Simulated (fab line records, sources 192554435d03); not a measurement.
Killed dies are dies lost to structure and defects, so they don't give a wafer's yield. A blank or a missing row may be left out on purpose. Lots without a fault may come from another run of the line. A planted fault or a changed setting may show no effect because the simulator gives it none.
fab line records | flow n5_finfet
record lots=24 wafers=72 last_day=17
route steps=1938 shown HKMG_FIN@456 GATE_CUT@466 MOL_CONTACT_COAG@526
lots that met no fault: from a run of the same line without faults
start_h: hours from the record's first day to the start of the lot's first wafer shown | wait_h: hours since the lot's step before | " the same as in the row above | L1.1+2: a row that stands for several wafers | - no value, or no start given | * or withheld: withheld | < > ~ a bound
route shown NAME@n: a module of which the file shows steps, and the number in the route of the first | usual: mean/standard deviation of fault-free wafers | same: alike in all rows | chamber/n: place in a boat | sites: the reading at each site | _std_site: their standard deviation | _edge_site: outer sites' mean less inner sites' | radius_mm: how far each site lies from the wafer's centre | mask NAME#n: copy n | behind: the tool/chamber that last shaped the wafer | hold: why the lot was held/for how many hours/how that ended | device: the transistor (n, p or np) that didn't switch | end of line: the same wafers' tests at the end of the route | a step without rows: its recipe alone | killed: dies lost to structure and defects at the first sort, not the wafer's yield | map: a wafer's dies, x killed, . not, _ none there
set.NAME: the setting as run; set.NAME@STEP: as run at that earlier step | model.NAME: the simulator's own value behind a step, which no gauge read
steps of the route over a sample of lots; a table a step, a row a wafer
services: from which hour (start_h, from the record's first day; less than 0 if before it) a tool's chamber was out of use, for how many hours, and why
## steps
# step N5_HKMG_FIN_ALD_21
# recipe material=TiN target_thk_a=15 temp_c=400 ald_precursor_family=TiCl4 ald_co_reactant=NH3 pulse_time_s=1 purge_time_s=3 co_reactant_purge_time_s=2 co_reactant_pulse_time_s=2 ald_cycles=68 pressure_torr=3
# usual heater_power_w=912/110 precursor_pulse_height_rel=0.999/0.018
# same pulse_time_s=1
# columns lot.wafer tool chamber start_h wait_h heater_power_w precursor_pulse_height_rel
L074.2 ald_metal-03 1 78.55 0.3 937 1.015
L074.5 " 0 " " 785 1.012
L074.6 " 1 " " 923 0.986
L075.3 ald_metal-04 3 87.11 0.1 1039 0.991
L075.4 " 2 " " 1045 0.989
L075.5 " 0 " " 831 0.999
L076.2 ald_metal-04 2 89.46 0.3 1068 0.982
L076.4 " 3 " " 1028 0.994
L076.6 " 1 " " 1028 0.982
L077.1 ald_metal-03 2 97.64 0.3 879 1.004
L077.3 " 0 " " 786 1.028
L077.5 " 3 " " 682 1.018
L078.1 ald_metal-04 3 107.66 0.3 1011 0.980
L078.3 " 0 " " 823 0.984
L078.6 " 1 " " 1052 0.994
L079.1 ald_metal-03 3 110.45 0.3 670 0.996
L079.4 " 0 " " 802 1.010
L079.6 " 2 " " 872 0.987
L080.1 ald_metal-03 1 113.82 0.3 909 1.021
L080.3 " 0 " " 780 0.983
L080.6 " 1 " " 925 0.982
L081.1 ald_metal-03 3 119.36 0.3 669 1.004
L081.4 " 2 " " 868 1.001
L081.6 " 1 " " 908 0.979
L082.1 ald_metal-03 0 126.92 0.3 788 0.984
L082.4 " 1 " " 929 0.957
L082.6 " 3 " " 671 1.019
L083.1 ald_metal-03 2 130.13 0.3 857 1.006
L083.2 " 3 " " 670 1.013
L083.4 " 0 " " 788 0.972
L084.3 ald_metal-02 0 138.20 0.2 868 1.017
L084.5 " 3 " " 838 0.996
L084.6 " 0 " " 892 0.987
L085.2 ald_metal-04 1 148.90 0.3 1037 1.012
L085.4 " 0 " " 828 0.996
L085.6 " 0 " " 838 0.976
L086.1 ald_metal-02 1 151.25 0.3 964 0.955
L086.2 " 2 " " 906 0.995
L086.4 " 3 " " 843 0.993
L087.2 ald_metal-04 1 155.92 0.3 1042 0.984
L087.5 " 1 " " 1041 0.999
L087.6 " 0 " " 835 1.001
L088.2 ald_metal-04 0 165.94 0.3 833 0.994
L088.3 " 1 " " 1040 0.994
L088.5 " 1 " " 1062 0.957
L089.2 ald_metal-02 3 166.81 0.3 841 1.005
L089.3 " 1 " " 975 1.008
L089.6 " 2 " " 905 0.995
L090.1 ald_metal-03 0 173.34 0.3 785 1.013
L090.3 " 1 " " 923 0.968
L090.6 " 3 " " 655 1.012
L091.4 ald_metal-04 1 178.62 0.1 1050 0.977
L091.5 " 3 " " 1007 1.016
L091.6 " 2 " " 1054 0.981
L092.1 ald_metal-02 1 187.13 0.3 974 0.999
L092.4 " 2 " " 905 0.993
L092.6 " 0 " " 887 1.003
L093.1 ald_metal-04 3 191.27 0.3 1047 0.975
L093.4 " 2 " " 1042 0.995
L093.5 " 1 " " 1062 1.015
L094.2 ald_metal-04 0 204.37 0.3 803 0.996
L094.3 " 1 " " 1062 0.998
L094.4 " 2 " " 1033 1.010
L095.1 ald_metal-04 2 209.56 0.3 1023 1.004
L095.3 " 3 " " 1029 0.975
L095.4 " 0 " " 819 1.027
L096.2 ald_metal-02 2 215.39 0.3 899 1.024
L096.3 " 1 " " 991 1.059
L096.6 " 1 " " 963 0.980
L097.1 ald_metal-04 2 216.44 0.3 1008 1.007
L097.4 " 3 " " 1009 1.016
L097.5 " 0 " " 822 0.981
# step N5_GATE_CUT_ETCH_56
# recipe chemistry=Cl2/Ar target=TiN target_depth_a=216 pressure_mtorr=10 icp_w=600 bias_w=60 Cl2_flow_sccm=40 Ar_flow_sccm=60
# usual chamber_pressure_mTorr=10.000/0.0096 drypump_motor_current_A=5.9/0.34 oes_product_au=0.80/0.091 throttle_valve_pct=20.82/0.13
# columns lot.wafer tool chamber start_h wait_h chamber_pressure_mTorr drypump_motor_current_A oes_product_au rf_hours_counter_h throttle_valve_pct
L074.2 rie_metal-02 0 79.95 0.1 9.975 6.2 0.88 14 20.93
L074.5 " 0 " " 9.988 6.2 0.87 - 20.92
L074.6 " 1 " " 10.010 6.0 0.86 - 20.67
L075.3 rie_metal-02 0 88.54 0.1 10.015 6.2 0.86 - 20.95
L075.4 " 1 " " 10.009 6.0 0.85 - 20.67
L075.5 " 1 " " 9.997 6.0 0.85 - 20.65
L076.2 rie_metal-03 1 91.10 0.3 10.006 5.9 0.74 - 20.76
L076.4 " 1 " " 9.988 6.0 0.74 - 20.77
L076.6 " 1 " " 9.985 5.9 0.75 - 20.75
L077.1 rie_metal-01 1 99.04 0.1 10.012 5.4 0.60 124 20.99
L077.3 " 1 " " 10.002 5.3 0.59 - 20.97
L077.5 " 1 " " 9.992 5.3 0.60 - 20.97
L078.1 rie_metal-03 0 109.06 0.1 10.004 5.1 0.95 1 20.90
L078.3 " 1 " " 10.007 6.0 0.73 - 20.79
L078.6 " 1 " " 10.016 6.0 0.73 - 20.76
L079.1 rie_metal-02 0 111.85 0.1 10.006 6.2 0.86 17 20.96
L079.4 " 0 " " 9.992 6.2 0.86 - 20.94
L079.6 " 0 " " 10.007 6.2 0.85 - 20.95
L080.1 rie_metal-02 0 115.22 0.1 9.990 6.2 0.86 18 20.93
L080.3 " 0 " " 10.012 6.2 0.86 - 20.95
L080.6 " 1 " " 10.009 6.0 0.85 - 20.67
L081.1 rie_metal-03 1 120.91 0.2 10.011 6.0 0.73 51 20.75
L081.4 " 1 " " 9.994 6.0 0.73 - 20.78
L081.6 " 1 " " 9.998 6.0 0.73 - 20.78
L082.1 rie_metal-02 0 128.33 0.1 10.005 6.2 0.85 19 20.96
L082.4 " 0 " " 10.001 6.2 0.86 - 20.95
L082.6 " 1 " " 9.985 6.0 0.84 - 20.65
L083.1 rie_metal-02 0 131.53 0.1 9.997 6.2 0.86 19 20.95
L083.2 " 1 " " 10.013 6.0 0.83 22 20.67
L083.4 " 1 " " 9.976 6.1 0.84 - 20.66
L084.3 rie_metal-03 1 139.63 0.1 10.004 6.0 0.72 - 20.79
L084.5 " 1 " " 10.008 6.0 0.73 - 20.78
L084.6 " 0 " " 9.999 5.1 0.94 - 20.88
L085.2 rie_metal-02 1 150.29 0.1 10.000 6.0 0.82 24 20.67
L085.4 " 1 " " 9.996 6.0 0.83 - 20.67
L085.6 " 0 " " 10.009 6.2 0.84 - 20.95
L086.1 rie_metal-03 0 152.65 0.1 10.018 5.1 0.93 4 20.91
L086.2 " 1 " " 10.000 6.0 0.72 54 20.79
L086.4 " 1 " " 10.000 5.9 0.72 - 20.79
L087.2 rie_metal-01 0 157.31 0.1 10.003 6.2 0.73 64 20.71
L087.5 " 1 " " 10.001 5.3 0.59 - 21.00
L087.6 " 0 " " 9.999 6.2 0.72 - 20.69
L088.2 rie_metal-02 0 167.34 0.1 9.984 6.2 0.84 23 20.97
L088.3 " 0 " " 9.990 6.2 0.84 - 20.95
L088.5 " 0 " " 9.976 6.2 0.84 - 20.94
L089.2 rie_metal-01 0 168.22 0.1 10.013 6.2 0.71 65 20.71
L089.3 " 0 " " 9.988 6.2 0.71 - 20.70
L089.6 " 0 " " 10.000 6.2 0.72 - 20.71
L090.1 rie_metal-01 0 174.74 0.1 10.003 6.2 0.71 66 20.70
L090.3 " 0 " " 10.009 6.2 0.72 - 20.69
L090.6 " 0 " " 10.002 6.3 0.72 - 20.72
L091.4 rie_metal-02 1 180.05 0.1 9.993 6.0 0.82 - 20.68
L091.5 " 1 " " 9.998 6.0 0.82 - 20.67
L091.6 " 0 " " 9.989 6.2 0.83 - 20.96
L092.1 rie_metal-02 1 188.53 0.1 9.981 6.0 0.81 28 20.68
L092.4 " 1 " " 10.003 6.0 0.82 - 20.67
L092.6 " 1 " " 10.009 6.0 0.81 - 20.69
L093.1 rie_metal-02 0 192.67 0.1 10.013 6.2 0.82 26 20.97
L093.4 " 0 " " 9.988 6.2 0.83 - 20.98
L093.5 " 0 " " 10.013 6.2 0.83 - 20.96
L094.2 rie_metal-03 0 205.82 0.1 10.016 5.1 0.89 9 20.92
L094.3 " 1 " " 9.995 6.0 0.71 - 20.79
L094.4 " 0 " " 9.990 5.1 0.89 - 20.91
L095.1 rie_metal-02 0 210.96 0.1 10.005 6.2 0.82 27 20.96
L095.3 " 0 " " 9.985 6.2 0.83 - 20.96
L095.4 " 1 " " 10.000 6.0 0.81 - 20.70
L096.2 rie_metal-01 1 216.81 0.1 9.999 5.4 0.97 1 20.72
L096.3 " 0 " " 10.006 6.2 0.71 - 20.72
L096.6 " 0 " " 9.983 6.2 0.71 - 20.69
L097.1 rie_metal-02 1 217.84 0.1 9.990 6.0 0.81 30 20.67
L097.4 " 1 " " 9.999 6.1 0.81 - 20.70
L097.5 " 0 " " 10.006 6.2 0.82 - 20.98
# step N5_GATE_CUT_VAPOR_ETCH_60
# recipe chemistry=BCl3/Cl2 target=HfO2 mode=isotropic
# usual drypump_motor_current_A=5.9/0.34 oes_product_au=0.79/0.089
# columns lot.wafer tool chamber start_h wait_h drypump_motor_current_A oes_product_au
L074.2 rie_metal-02 0 80.07 0.0 6.2 0.87
L074.5 " 0 " " 6.2 0.86
L074.6 " 1 " " 6.0 0.85
L075.3 rie_metal-02 0 88.64 0.0 6.2 0.86
L075.4 " 1 " " 6.0 0.83
L075.5 " 1 " " 6.0 0.84
L076.2 rie_metal-03 1 91.39 0.1 5.9 0.74
L076.4 " 1 " " 6.0 0.75
L076.6 " 1 " " 6.0 0.75
L077.1 rie_metal-01 1 99.16 0.0 5.3 0.59
L077.3 " 1 " " 5.3 0.59
L077.5 " 1 " " 5.4 0.60
L078.1 rie_metal-03 0 109.18 0.0 5.1 0.98
L078.3 " 1 " " 6.0 0.73
L078.6 " 1 " " 6.0 0.73
L079.1 rie_metal-02 0 111.97 0.0 6.2 0.85
L079.4 " 0 " " 6.2 0.85
L079.6 " 0 " " 6.1 0.85
L080.1 rie_metal-02 0 115.34 0.0 6.2 0.84
L080.3 " 0 " " 6.2 0.85
L080.6 " 1 " " 6.0 0.83
L081.1 rie_metal-03 1 121.15 0.1 6.0 0.73
L081.4 " 1 " " 5.9 0.72
L081.6 " 1 " " 5.9 0.73
L082.1 rie_metal-02 0 128.45 0.0 6.2 0.84
L082.4 " 0 " " 6.1 0.85
L082.6 " 1 " " 6.0 0.85
L083.1 rie_metal-02 0 131.65 0.0 6.2 0.85
L083.2 " 1 " " 6.0 0.84
L083.4 " 1 " " 6.0 0.83
L084.3 rie_metal-03 1 139.73 0.0 6.0 0.73
L084.5 " 1 " " 5.9 0.73
L084.6 " 0 " " 5.1 0.95
L085.2 rie_metal-02 1 150.41 0.0 6.0 0.82
L085.4 " 1 " " 6.1 0.83
L085.6 " 0 " " 6.2 0.84
L086.1 rie_metal-03 0 152.77 0.0 5.1 0.91
L086.2 " 1 " " 5.9 0.72
L086.4 " 1 " " 5.9 0.72
L087.2 rie_metal-01 0 157.43 0.0 6.2 0.73
L087.5 " 1 " " 5.4 0.58
L087.6 " 0 " " 6.2 0.73
L088.2 rie_metal-02 0 167.46 0.0 6.2 0.83
L088.3 " 0 " " 6.1 0.82
L088.5 " 0 " " 6.1 0.82
L089.2 rie_metal-01 0 168.34 0.0 6.3 0.73
L089.3 " 0 " " 6.2 0.72
L089.6 " 0 " " 6.2 0.73
L090.1 rie_metal-01 0 174.86 0.0 6.2 0.72
L090.3 " 0 " " 6.3 0.72
L090.6 " 0 " " 6.3 0.73
L091.4 rie_metal-02 1 180.15 0.0 6.0 0.81
L091.5 " 1 " " 6.0 0.81
L091.6 " 0 " " 6.2 0.82
L092.1 rie_metal-02 1 188.65 0.0 6.0 0.82
L092.4 " 1 " " 6.1 0.82
L092.6 " 1 " " 6.0 0.81
L093.1 rie_metal-02 0 192.79 0.0 6.2 0.81
L093.4 " 0 " " 6.2 0.82
L093.5 " 0 " " 6.2 0.82
L094.2 rie_metal-03 0 205.94 0.0 5.1 0.88
L094.3 " 1 " " 5.9 0.71
L094.4 " 0 " " 5.1 0.89
L095.1 rie_metal-02 0 211.08 0.0 6.2 0.82
L095.3 " 0 " " 6.2 0.82
L095.4 " 1 " " 6.0 0.80
L096.2 rie_metal-01 1 216.93 0.0 5.3 0.97
L096.3 " 0 " " 6.2 0.72
L096.6 " 0 " " 6.3 0.72
L097.1 rie_metal-02 1 217.96 0.0 6.0 0.81
L097.4 " 1 " " 6.1 0.80
L097.5 " 0 " " 6.2 0.81
# step N5_GATE_CUT_STRIP_59
# recipe chemistry=N2/H2 time_s=20 power_w=100 temp_c=40 pressure_mtorr=100 rf_frequency_hz=6e+07 bias_power_w=3 n2_flow_sccm=300 h2_flow_sccm=300
# usual chamber_pressure_mTorr=100.01/0.088 drypump_motor_current_A=5.6/0.56 n2_flow_sccm=300.1/0.99 oes_product_au=0.77/0.082 rf_vpp_V=45.4/0.87 showerhead_plenum_p_Torr=3.41/0.14 throttle_valve_pct=12.20/0.26
# columns lot.wafer tool chamber start_h wait_h chamber_pressure_mTorr drypump_motor_current_A n2_flow_sccm oes_product_au rf_hours_counter_h rf_vpp_V showerhead_plenum_p_Torr throttle_valve_pct
L074.2 rie_diel-03 3 80.30 0.1 99.96 5.3 300.6 0.81 91 44.3 3.15 11.97
L074.5 " 3 " " 100.05 5.2 301.4 0.81 - 44.4 3.15 11.97
L074.6 " 0 " " 99.94 5.4 299.9 0.73 - 46.4 3.48 12.26
L075.3 rie_diel-03 0 88.78 0.1 99.85 5.4 301.8 0.72 199 45.7 3.47 12.28
L075.4 " 2 " " 99.93 5.2 298.5 0.76 121 46.0 3.52 12.06
L075.5 " 0 " " 100.09 5.4 299.4 0.73 - 45.6 3.47 12.29
L076.2 rie_diel-03 1 91.58 0.1 100.01 5.5 299.8 0.77 158 44.9 3.50 12.11
L076.4 " 0 " " 100.05 5.4 299.6 0.73 200 44.6 3.47 12.28
L076.6 " 0 " " 99.93 5.4 300.9 0.74 - 46.4 3.47 12.28
L077.1 rie_diel-03 0 99.31 0.1 100.03 5.4 300.3 0.72 202 46.4 3.47 12.26
L077.3 " 2 " " 99.97 5.2 300.2 0.77 124 44.1 3.52 12.06
L077.5 " 2 " " 99.90 5.2 300.5 0.77 - 45.4 3.52 12.07
L078.1 rie_diel-03 3 109.36 0.1 100.10 5.3 300.9 0.79 101 47.2 3.15 12.00
L078.3 " 0 " " 100.14 5.4 300.3 0.72 206 46.8 3.47 12.30
L078.6 " 2 " " 100.03 5.2 299.5 0.77 - 44.8 3.52 12.06
L079.1 rie_diel-05 0 112.13 0.1 100.09 4.7 300.6 0.93 15 46.6 3.31 11.83
L079.4 " 3 " " 100.31 6.8 301.0 0.79 - 46.2 3.27 12.17
L079.6 " 0 " " 99.99 4.7 301.1 0.93 - 44.6 3.31 11.86
L080.1 rie_diel-05 0 115.49 0.1 100.06 4.7 300.6 0.93 17 44.9 3.31 11.84
L080.3 " 1 " " 99.89 6.0 300.7 0.68 230 44.3 3.35 12.71
L080.6 " 1 " " 99.97 6.0 300.5 0.69 - 45.7 3.35 12.72
L081.1 rie_diel-03 0 121.34 0.1 99.91 5.4 299.3 0.71 213 44.7 3.47 12.31
L081.4 " 0 " " 100.00 5.4 299.8 0.72 - 47.2 3.47 12.31
L081.6 " 2 " " 100.00 5.2 301.2 0.76 - 46.8 3.52 12.10
L082.1 rie_diel-01 3 128.60 0.1 99.83 4.9 300.1 0.67 235 45.8 3.47 12.32
L082.4 " 2 " " 100.03 6.4 301.8 0.76 165 45.7 3.51 12.61
L082.6 " 3 " " 100.01 4.9 300.2 0.67 - 46.2 3.47 12.32
L083.1 rie_diel-03 2 131.80 0.1 99.96 5.2 300.3 0.76 137 45.0 3.52 12.09
L083.2 " 1 " " 100.06 5.4 298.2 0.76 162 45.4 3.50 12.11
L083.4 " 3 " " 100.20 5.2 302.2 0.79 110 44.7 3.14 12.02
L084.3 rie_diel-05 2 140.08 0.1 99.97 6.2 300.5 0.73 160 43.6 3.24 12.27
L084.5 " 3 " " 99.98 6.8 300.5 0.79 - 45.3 3.26 12.20
L084.6 " 2 " " 100.03 6.3 298.4 0.72 - 44.1 3.24 12.29
L085.2 rie_diel-01 1 150.57 0.1 100.01 5.8 299.7 0.93 21 45.3 3.58 11.81
L085.4 " 0 " " 99.97 6.0 301.9 0.69 242 45.1 3.47 12.51
L085.6 " 2 " " 100.05 6.4 300.6 0.74 - 45.8 3.51 12.60
L086.1 rie_diel-01 3 152.92 0.1 99.90 4.9 299.7 0.67 242 46.4 3.47 12.33
L086.2 " 0 " " 100.01 6.0 300.6 0.68 242 45.7 3.47 12.50
L086.4 " 2 " " 100.14 6.3 299.0 0.75 174 46.1 3.50 12.61
L087.2 rie_diel-03 3 157.64 0.1 100.07 5.3 297.3 0.77 117 44.4 3.14 12.05
L087.5 " 3 " " 100.01 5.3 299.3 0.78 - 45.8 3.14 12.05
L087.6 " 0 " " 99.98 5.4 299.1 0.71 - 45.0 3.46 12.34
L088.2 rie_diel-01 0 167.73 0.1 100.12 6.0 300.7 0.68 246 45.3 3.47 12.52
L088.3 " 1 " " 100.05 5.8 301.5 0.92 26 45.4 3.58 11.84
L088.5 " 1 " " 100.04 5.8 300.8 0.92 - 45.5 3.58 11.84
L089.2 rie_diel-01 3 168.49 0.1 100.07 4.9 300.6 0.67 247 45.6 3.46 12.36
L089.3 " 1 " " 99.77 5.8 299.2 0.92 26 46.6 3.58 11.83
L089.6 " 2 " " 100.06 6.4 299.9 0.75 - 46.4 3.50 12.61
L090.1 rie_diel-03 0 175.08 0.1 99.81 5.3 300.3 0.71 227 46.1 3.46 12.36
L090.3 " 3 " " 100.05 5.3 300.9 0.77 123 43.3 3.14 12.07
L090.6 " 0 " " 100.03 5.4 300.2 0.71 - 44.5 3.46 12.35
L091.4 rie_diel-01 1 180.46 0.0 99.96 5.8 299.3 0.92 - 45.7 3.58 11.84
L091.5 " 2 " " 100.00 6.4 302.0 0.74 - 45.2 3.50 12.64
L091.6 " 0 " " 100.13 6.0 297.6 0.69 - 45.9 3.47 12.53
L092.1 rie_diel-03 0 188.92 0.1 99.92 5.4 299.2 0.70 230 45.4 3.46 12.34
L092.4 " 3 " " 99.92 5.2 299.7 0.76 126 43.7 3.13 12.07
L092.6 " 2 " " 100.04 5.2 299.0 0.74 - 45.1 3.51 12.14
L093.1 rie_diel-05 3 193.00 0.1 100.02 6.8 301.8 0.77 150 45.1 3.25 12.25
L093.4 " 2 " " 100.06 6.2 301.2 0.71 - 44.0 3.23 12.32
L093.5 " 3 " " 99.93 6.8 301.8 0.76 - 43.7 3.25 12.26
L094.2 rie_diel-05 2 206.19 0.1 99.98 6.2 299.5 0.71 183 44.4 3.23 12.33
L094.3 " 1 " " 100.10 6.0 298.1 0.98 1 42.7 3.34 12.14
L094.4 " 0 " " 100.01 4.7 300.1 0.86 48 46.7 3.29 11.93
L095.1 rie_diel-03 0 211.25 0.1 100.10 5.4 299.9 0.70 237 44.1 3.45 12.38
L095.3 " 1 " " 100.08 5.5 299.9 0.73 183 45.5 3.49 12.16
L095.4 " 2 " " 99.99 5.2 298.9 0.75 160 46.5 3.50 12.15
L096.2 rie_diel-01 1 217.09 0.1 100.03 5.8 299.3 0.90 44 47.2 3.57 11.89
L096.3 " 2 " " 100.03 6.4 300.1 0.73 196 44.7 3.49 12.67
L096.6 " 3 " " 100.07 4.9 300.6 0.96 - 45.7 3.46 11.72
L097.1 rie_diel-01 2 218.23 0.1 100.09 6.3 299.8 0.73 197 44.6 3.49 12.68
L097.4 " 1 " " 99.92 5.8 301.2 0.90 - 46.1 3.57 11.87
L097.5 " 2 " " 99.97 6.4 299.4 0.73 - 45.5 3.49 12.66
# step N5_GATE_CUT_VAPOR_ETCH_51
# recipe chemistry=BCl3/Cl2 target=HfO2 mode=isotropic
# usual drypump_motor_current_A=5.9/0.42 oes_product_au=0.77/0.11
# columns lot.wafer tool chamber start_h wait_h drypump_motor_current_A oes_product_au
L074.2 rie_metal-01 1 84.43 0.0 5.3 0.59
L074.5 " 0 " " 6.3 0.74
L074.6 " 1 " " 5.3 0.59
L075.3 rie_metal-02 0 93.20 0.1 6.2 0.86
L075.4 " 0 " " 6.2 0.86
L075.5 " 0 " " 6.2 0.86
L076.2 rie_metal-01 0 96.24 0.0 6.2 0.74
L076.4 " 1 " " 5.3 0.59
L076.6 " 0 " " 6.2 0.75
L077.1 rie_metal-02 1 103.60 0.0 6.0 0.85
L077.3 " 0 " " 6.2 0.86
L077.5 " 1 " " 6.0 0.84
L078.1 rie_metal-02 1 113.90 0.0 6.0 0.84
L078.3 " 1 " " 6.0 0.84
L078.6 " 1 " " 6.0 0.84
L079.1 rie_metal-01 1 116.23 0.0 5.4 0.59
L079.4 " 0 " " 6.2 0.74
L079.6 " 1 " " 5.4 0.59
L080.1 rie_metal-01 0 119.42 0.0 6.3 0.74
L080.3 " 0 " " 6.2 0.73
L080.6 " 1 " " 5.3 0.59
L081.1 rie_metal-02 1 125.39 0.0 6.0 0.84
L081.4 " 0 " " 6.2 0.84
L081.6 " 1 " " 6.0 0.82
L082.1 rie_metal-01 1 132.51 0.0 5.3 0.58
L082.4 " 1 " " 5.4 0.59
L082.6 " 0 " " 6.2 0.73
L083.1 rie_metal-01 0 136.02 0.0 6.2 0.74
L083.2 " 1 " " 5.3 0.59
L083.4 " 1 " " 5.3 0.59
L084.3 rie_metal-01 1 144.15 0.0 5.3 0.58
L084.5 " 1 " " 5.4 0.59
L084.6 " 0 " " 6.2 0.73
L085.2 rie_metal-02 1 154.49 0.0 6.0 0.82
L085.4 " 1 " " 6.0 0.82
L085.6 " 1 " " 6.0 0.83
L086.1 rie_metal-03 0 156.83 0.0 5.1 0.92
L086.2 " 1 " " 6.0 0.72
L086.4 " 0 " " 5.1 0.92
L087.2 rie_metal-03 1 161.56 0.0 6.0 0.72
L087.5 " 0 " " 5.1 0.92
L087.6 " 1 " " 6.0 0.72
L088.2 rie_metal-02 0 171.63 0.0 6.2 0.82
L088.3 " 1 " " 6.0 0.81
L088.5 " 0 " " 6.2 0.83
L089.2 rie_metal-01 1 172.41 0.0 5.3 0.58
L089.3 " 1 " " 5.3 0.58
L089.6 " 1 " " 5.3 0.57
L090.1 rie_metal-03 1 179.11 0.0 6.0 0.72
L090.3 " 0 " " 5.1 0.90
L090.6 " 1 " " 5.9 0.71
L091.4 rie_metal-02 0 185.46 0.0 6.2 0.81
L091.5 " 1 " " 6.0 0.82
L091.6 " 0 " " 6.2 0.82
L092.1 rie_metal-01 0 193.27 0.1 6.2 0.72
L092.4 " 0 " " 6.2 0.73
L092.6 " 0 " " 6.2 0.73
L093.1 rie_metal-03 0 197.12 0.0 5.1 0.89
L093.4 " 0 " " 5.1 0.89
L093.5 " 0 " " 5.1 0.89
L094.2 rie_metal-01 1 210.38 0.0 5.4 0.97
L094.3 " 0 " " 6.2 0.72
L094.4 " 1 " " 5.3 0.98
L095.1 rie_metal-03 0 215.74 0.0 5.1 0.88
L095.3 " 1 " " 6.0 0.71
L095.4 " 0 " " 5.1 0.90
L096.2 rie_metal-02 0 221.37 0.0 6.2 0.81
L096.3 " 0 " " 6.2 0.81
L096.6 " 0 " " 6.2 0.81
L097.1 rie_metal-01 1 223.34 0.0 5.3 0.96
L097.4 " 0 " " 6.2 0.71
L097.5 " 0 " " 6.2 0.72
# step N5_MOL_CONTACT_COAG_CD_MEAS_08
# recipe target_cd_nm=28 landing_energy_ev=500 detector=se_inlens polarity=opening
# usual cd_nm=27.99/0.24
# columns lot.wafer tool chamber start_h wait_h cd_nm
L074.2 cd_sem-03 0 87.59 - 28.03
L074.5 " 0 " " 28.53
L074.6 " 0 " " 28.01
L075.3 cd_sem-03 0 97.49 - 27.84
L075.4 " 0 " " 28.13
L075.5 " 0 " " 27.71
L076.2 cd_sem-02 0 99.45 - 27.30
L076.4 " 0 " " 27.90
L076.6 " 0 " " 27.75
L077.1 cd_sem-01 0 106.76 - 28.12
L077.3 " 0 " " 27.72
L077.5 " 0 " " 27.80
L078.1 cd_sem-02 0 117.05 - 27.98
L078.3 " 0 " " 27.89
L078.6 " 0 " " 27.59
L079.1 cd_sem-01 0 119.38 - 28.10
L079.4 " 0 " " 28.47
L079.6 " 0 " " 27.86
L080.1 cd_sem-01 0 122.57 - 28.03
L080.3 " 0 " " 28.21
L080.6 " 0 " " 28.14
L081.1 cd_sem-02 0 128.55 - 28.38
L081.4 " 0 " " 28.33
L081.6 " 0 " " 27.83
L082.1 cd_sem-02 0 135.59 - 27.86
L082.4 " 0 " " 28.11
L082.6 " 0 " " 28.03
L083.1 cd_sem-01 0 139.13 - 28.09
L083.2 " 0 " " 28.03
L083.4 " 0 " " 28.09
L084.3 cd_sem-03 0 147.18 - 27.62
L084.5 " 0 " " 28.29
L084.6 " 0 " " 28.08
L085.2 cd_sem-03 0 157.68 - 27.96
L085.4 " 0 " " 27.98
L085.6 " 0 " " 27.81
L086.1 cd_sem-03 0 159.87 - 28.03
L086.2 " 0 " " 27.95
L086.4 " 0 " " 27.63
L087.2 cd_sem-01 0 164.64 - 27.68
L087.5 " 0 " " 28.16
L087.6 " 0 " " 28.21
L088.2 cd_sem-01 0 174.79 - 27.80
L088.3 " 0 " " 27.63
L088.5 " 0 " " 28.06
L089.2 cd_sem-01 0 175.82 - 27.90
L089.3 " 0 " " 28.02
L089.6 " 0 " " 27.98
L090.1 cd_sem-03 0 182.26 - 27.78
L090.3 " 0 " " 28.04
L090.6 " 0 " " 27.95
L091.4 cd_sem-02 0 189.89 - 28.06
L091.5 " 0 " " 27.88
L091.6 " 0 " " 28.33
L092.1 cd_sem-02 0 196.33 - 28.23
L092.4 " 0 " " 28.08
L092.6 " 0 " " 28.18
L093.1 cd_sem-01 0 200.89 - 28.25
L093.4 " 0 " " 28.24
L093.5 " 0 " " 27.81
L094.2 cd_sem-03 0 213.54 - 27.90
L094.3 " 0 " " 28.03
L094.4 " 0 " " 27.96
L095.1 cd_sem-03 0 218.80 - 28.11
L095.3 " 0 " " 28.09
L095.4 " 0 " " 27.95
L096.2 cd_sem-03 0 224.40 - 28.11
L096.3 " 0 " " 28.56
L096.6 " 0 " " 28.33
L097.1 cd_sem-01 0 226.49 - 27.55
L097.4 " 0 " " 28.02
L097.5 " 0 " " 27.91
## services
# columns tool chamber start_h hours kind
rie_diel-05 - 61.15 0.7 repair
rie_metal-01 - 63.09 0.2 repair
rie_diel-01 1 67.90 - clean
rie_diel-01 1 67.90 - consumable_replace:focus_ring
rie_diel-05 - 76.88 0.9 repair
rie_metal-03 0 85.08 - clean
rie_metal-03 0 85.08 19.3 scheduled_down
rie_metal-03 0 85.08 19.3 vent_cycle
rie_metal-02 1 90.75 5.9 repair
rie_diel-03 1 95.95 26.3 repair
ald_metal-04 - 106.56 0.5 repair
rie_diel-05 2 110.34 6.6 repair
rie_metal-03 0 119.15 5.4 repair
rie_diel-05 - 125.78 2.8 pm
rie_diel-01 3 132.83 3.4 repair
rie_diel-03 - 137.82 2.8 pm
rie_diel-01 0 171.33 5.5 repair
rie_metal-01 - 175.05 14.6 pm
rie_metal-01 1 189.65 - clean
rie_metal-01 1 189.65 15.7 scheduled_down
rie_metal-01 1 189.65 15.7 vent_cycle
ald_metal-03 1 197.08 2.4 repair
ald_metal-02 - 201.78 6.0 pm
rie_diel-01 - 202.49 2.8 pm
## key
fault none
